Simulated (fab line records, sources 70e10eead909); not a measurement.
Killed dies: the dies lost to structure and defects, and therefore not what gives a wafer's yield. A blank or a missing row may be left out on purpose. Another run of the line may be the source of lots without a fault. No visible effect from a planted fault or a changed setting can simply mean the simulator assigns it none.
Comparing a struck lot with a sound one -- flow nandHarc -- 15 out of 1302 route steps
Sound: wafers L869.1, L869.4, L869.6. Struck: wafer L878.2. (L878.1, L878.3 of the same lot were not struck and are left out.) The cause comes at the end.
Per side, at each step with rows, come the tool, then ch with its chambers, and then its first start. Under that, the readings that differ: sound wafers -- struck wafers -- difference of the means -- sigmas: that difference in standard deviations of wafers without a fault.
alike: same words and numbers on both sides, and readings whose means sit less than 2 such deviations apart. not compared: any withheld reading, any reading some wafer has no value for, any bound like >300 that may hide the same value, and any number with overlapping values for which the record gives no deviation.
Wherever a step has rows on one side only, a row that says differs or no value, or a row with sigmas, the two part there. Numbers that have no deviation but don't overlap get no sigmas and don't part them. Lack of a reading on every wafer of one side parts them only where that side has two or more wafers.

NHARC_A_ONON_D2_THK_MEAS_08: measures by ellipsometry.
  sound on filmMetro-02 at day 13 01:30; struck on filmMetro-01 at day 16 16:14
  alike: thkNm
then, no rows for these wafers at 1 step: NHARC_A_ONON_D2_DEP_09 (target thk 1000 nm).
NHARC_A_ONON_D2_THK_MEAS_11: measures by ellipsometry.
  sound on filmMetro-02 at day 13 02:04; struck on filmMetro-01 at day 16 16:48
  alike: thkNm
then, no rows for these wafers at 1 step: NHARC_A_ONON_D2_DEP_12 (target thk 1000 nm).
NHARC_A_ONON_D2_THK_MEAS_14: measures by ellipsometry.
  sound on filmMetro-02 at day 13 02:38; struck on filmMetro-01 at day 16 17:22
  alike: thkNm
then, 2 steps without rows for these wafers: NHARC_A_ONON_D2_ANNEAL_15 (time 3600 s); NHARC_A_ONON_D2_DEP_16 (target thk 1000 nm).
NHARC_A_ONON_D2_THK_MEAS_18: measures by ellipsometry.
  sound on filmMetro-02 at day 13 10:48; struck on filmMetro-01 at day 17 01:02
  alike: thkNm
then, no rows for these wafers at 1 step: NHARC_A_ONON_D2_DEP_19 (target thk 1000 nm).
NHARC_A_ONON_D2_THK_MEAS_21: measures by ellipsometry.
  sound on filmMetro-02 at day 13 11:22; struck on filmMetro-01 at day 17 01:36
  alike: thkNm
then, no rows for these wafers at 1 step: NHARC_A_ONON_D2_DEP_22 (target thk 1000 nm).
NHARC_A_ONON_D2_THK_MEAS_24: measures by ellipsometry.
  sound on filmMetro-02 at day 13 11:56; struck on filmMetro-01 at day 17 02:10
reading,sound,struck,difference,sigmas
thkNm (nm),987 987 986,1002,+15,+2
NHARC_A_ONON_D2_DEP_25: target thk 1000 nm.
  sound on pecvdOnon-01 ch 0, day 13 11:59; struck on pecvdOnon-01 ch 0, day 17 02:13
NHARC_A_ONON_D2_THK_MEAS_27: measures by ellipsometry.
  sound on filmMetro-01 at day 13 12:30; struck on filmMetro-01 at day 17 02:43
reading,sound,struck,difference,sigmas
thkNm (nm),1002 1002 1003,652,-350,-40
then, no rows for these wafers at 1 step: NHARC_A_ONON_D2_DEP_28 (target thk 1000 nm).

== WHERE THEY PART ==
At NHARC_A_ONON_D2_THK_MEAS_24 first; at NHARC_A_ONON_D2_THK_MEAS_27 last (within this record only).

WHY: what the simulator had put in
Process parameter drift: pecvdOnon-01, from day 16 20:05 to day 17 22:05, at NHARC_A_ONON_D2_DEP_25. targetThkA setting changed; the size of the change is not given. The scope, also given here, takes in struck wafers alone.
